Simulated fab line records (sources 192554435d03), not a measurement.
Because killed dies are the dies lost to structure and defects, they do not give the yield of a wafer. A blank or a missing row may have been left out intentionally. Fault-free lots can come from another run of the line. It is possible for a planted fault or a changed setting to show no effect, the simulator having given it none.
Which tool is to blame?    flow n5 finfet    11 lots with 33 wafers sampled at 4 steps, on a route of 1938 steps

== WHAT THE GAUGES SHOWED, per wafer ==
N5_BEOL_M15_CD_MEAS_28: the cd target is 407.6 nm.
lot   measured      on         cd nm (nm)
L302  day 13 03:58  cd sem-03  407.5 407.8 408.8
L303  day 14 09:08  cd sem-01  408.4 409.0 406.4
L305  day 14 23:10  cd sem-03  406.0 407.1 406.9
L306  day 15 09:40  cd sem-01  407.6 407.9 408.2
L311  day 15 21:27  cd sem-02  411.2 411.8 409.9
L314  day 16 18:49  cd sem-02  407.5 408.9 409.4
L318  day 17 21:02  cd sem-02  408.7 408.0 408.1
L319  day 18 04:31  cd sem-01  409.4 408.9 409.8
L324  day 19 10:02  cd sem-01  407.6 406.7 407.7
L322  day 20 02:29  cd sem-02  410.7 411.4 411.4
L323  day 20 06:23  cd sem-03  408.5 407.8 409.1

N5_BEOL_M15_INSPECT_30: inspects for defects (macro).
lot   measured      on                 raw defect count
L302  day 13 04:01  defect inspect-01  6 0 5
L303  day 14 09:11  defect inspect-01  1 5 4
L305  day 14 23:14  defect inspect-01  5 1 4
L306  day 15 09:44  defect inspect-01  1 4 2
L311  day 15 21:30  defect inspect-01  >300 261 282
L314  day 16 18:52  defect inspect-02  278 291 293
L318  day 17 21:05  defect inspect-01  1 2 1
L319  day 18 04:34  defect inspect-01  3 4 7
L324  day 19 10:06  defect inspect-02  1 2 0
L322  day 20 02:32  defect inspect-01  1 1 3
L323  day 20 06:26  defect inspect-01  2 0 2

== EACH LOT AND THE TOOL THAT RAN IT (in order: tool; ch and the chambers of the sampled wafers; start) ==
lot   N5_BEOL_M14_SPUTTER_45        N5_BEOL_M15_ETCH_59
L302  pvd sputter-02, day 13 00:05  rie diel-03 ch 0,3, day 13 02:38
L303  pvd sputter-01, day 14 05:45  rie diel-03 ch 1,2,3, day 14 07:46
L305  pvd sputter-02, day 14 19:50  rie diel-01 ch 2,3, day 14 21:43
L306  pvd sputter-02, day 15 06:14  rie diel-03 ch 0,1,3, day 15 08:09
L311  pvd sputter-03, day 15 18:20  rie diel-03 ch 1,2,3, day 15 20:07
L314  pvd sputter-01, day 16 15:25  rie diel-03 ch 1,2,3, day 16 17:21
L318  pvd sputter-03, day 17 17:47  rie diel-06 ch 0,2,3, day 17 19:42
L319  pvd sputter-03, day 18 01:15  rie diel-01 ch 0,1,3, day 18 03:10
L324  pvd sputter-02, day 19 06:42  rie diel-03 ch 1,3, day 19 08:35
L322  pvd sputter-02, day 19 23:07  rie diel-06 ch 0,3, day 20 01:01
L323  pvd sputter-01, day 20 03:02  rie diel-06 ch 1,3, day 20 05:02
- N5_BEOL_M14_SPUTTER_45: material Cu, target thk 100 nm, time 16.67 s.
- N5_BEOL_M15_ETCH_59: etches BARC in N2/H2, target depth 89 nm, overetch 26.7 nm, time 67.9 s.

== WHAT THE TOOLS THEMSELVES READ (means of the sampled wafers that have a number; where no wafer has one, the mark that the record gives instead) ==
N5_BEOL_M14_SPUTTER_45.
lot   tool            bias v (V)  throttle valve pct (%)
L302  pvd sputter-02  60.3        30.2
L303  pvd sputter-01  60.0        30.5
L305  pvd sputter-02  60.3        29.0
L306  pvd sputter-02  60.1        30.4
L311  pvd sputter-03  59.5        30.9
L314  pvd sputter-01  59.9        30.3
L318  pvd sputter-03  60.4        29.2
L319  pvd sputter-03  60.2        30.3
L324  pvd sputter-02  59.7        30.7
L322  pvd sputter-02  59.8        29.3
L323  pvd sputter-01  60.8        29.9

N5_BEOL_M15_ETCH_59.
lot   tool         drypump motor current A (A)  oes product au (a.u.)  rf vpp V (V)  showerhead plenum p Torr (Torr)  throttle valve pct (%)
L302  rie diel-03  5.5                          0.64                   522.8         2.53                             18.09
L303  rie diel-03  5.5                          0.65                   524.6         2.54                             17.89
L305  rie diel-01  6.3                          0.72                   526.0         2.62                             18.08
L306  rie diel-03  5.7                          0.63                   522.8         2.50                             17.95
L311  rie diel-03  5.5                          0.65                   523.2         2.54                             17.90
L314  rie diel-03  5.5                          0.64                   523.9         2.54                             17.92
L318  rie diel-06  6.0                          0.67                   523.5         2.52                             18.11
L319  rie diel-01  6.3                          0.65                   521.5         2.47                             18.08
L324  rie diel-03  5.6                          0.65                   522.3         2.51                             17.95
L322  rie diel-06  5.6                          0.66                   524.5         2.56                             18.19
L323  rie diel-06  5.2                          0.69                   524.1         2.57                             17.93

== THE ANSWER, worked out from the rows above alone ==
Rule: what is usual is taken from the lots themselves. The widest of any qualifying gaps counts: lots, ordered by their means at a reading, are off when they make up no more than a third of the lots, leave a main group of 4 or more, and stand apart from it by 3 or more times the standard deviation of that group's means. A main group whose means are all the same, to the digits that the tables above print for the reading, isn't used. A lot without any number at a reading at which 4 lots or more have one is off too. All remaining lots with rows at the step are treated as sound. Order of review: gauges by route order, followed by the tools' own readings, for which a lot's mean as printed above is used. The first step at which some lot is off is used, and at that step the reading that is off furthest; a lot without a number counts as furthest.
Off, at N5_BEOL_M15_INSPECT_30 on raw defect count: L311, L314. Mean 2.5 and standard deviation 1.2 in the main group.
A tool fits if, at a process step before that reading, it ran every lot that is off, and no sound lot after the first of them. Those tools and the gauges at N5_BEOL_M15_INSPECT_30 are tried in the same way. None of those tried fits.

== WHAT THE SIMULATOR HAD PUT IN ==
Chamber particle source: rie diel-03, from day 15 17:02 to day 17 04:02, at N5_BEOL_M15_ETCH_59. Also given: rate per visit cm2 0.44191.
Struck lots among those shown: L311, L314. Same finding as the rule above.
